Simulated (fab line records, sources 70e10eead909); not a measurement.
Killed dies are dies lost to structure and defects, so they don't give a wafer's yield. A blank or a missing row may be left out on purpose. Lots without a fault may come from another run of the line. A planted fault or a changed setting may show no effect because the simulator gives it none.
Chamber matching | flow nand_harc | NHARC_P_M2_CMP_23 on cmp-02: 4 sister chambers
The step polishes, t overpolish 20 s, target thk 144.3 nm. 8 wafers are shown with their chamber, then 9 later ones without.

WAFERS WITH THEIR CHAMBER
wafer  | chamber | motor_current_A (A) | time_to_endpoint_s (s)
L084.6 | 2       | 9.9                 | 25
L085.3 | 1       | 11.3                | 22
L089.2 | 2       | 9.8                 | 29
L089.3 | 3       | 11.7                | 29
L089.5 | 3       | 11.6                | 30
L089.1 | 1       | 11.7                | 26
L089.4 | 0       | 11.5                | 33
L089.6 | 0       | 11.5                | 33

WAFERS WITHOUT THEIR CHAMBER
wafer  | motor_current_A (A) | time_to_endpoint_s (s)
L094.1 | 11.3                | 29
L094.2 | 12.0                | 26
L094.5 | 11.9                | 28
L096.1 | 10.5                | 34
L096.2 | 11.6                | 24
L096.6 | 11.1                | 33
L097.3 | 11.0                | 27
L097.4 | 11.1                | 23
L097.6 | 11.8                | 25

WHICH CHAMBER EACH WENT THROUGH
wafer  | from the rows above          | in truth
L094.1 | can't be placed: 3 or 0 or 1 | 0
L094.2 | can't be placed: 3 or 1 or 0 | 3
L094.5 | can't be placed: 3 or 1 or 0 | 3
L096.1 | can't be placed: 2 or 0      | 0
L096.2 | 1                            | 1
L096.6 | can't be placed: 0 or 3      | 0
L097.3 | can't be placed: 1 or 0 or 3 | 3
L097.4 | 1                            | 1
L097.6 | can't be placed: 1 or 3      | 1
Placed correctly: 2 of 9. Can't be placed from these rows: 7 (the true chamber is among the candidates in 7). Placed wrongly: 0.
How it was worked out, from the rows above alone: a wafer's distance from a chamber is the root of the sum, over the readings, of the square of ((its reading less the chamber's mean) divided by the reading's scatter). The wafer belongs to the nearest chamber; if the next one is less than 2 further off, it can't be placed. A chamber's mean is the mean of its shown wafers. The scatter: the root of (the sum of the squares of (reading less its chamber's mean) over the shown wafers, divided by (wafers less chambers)).
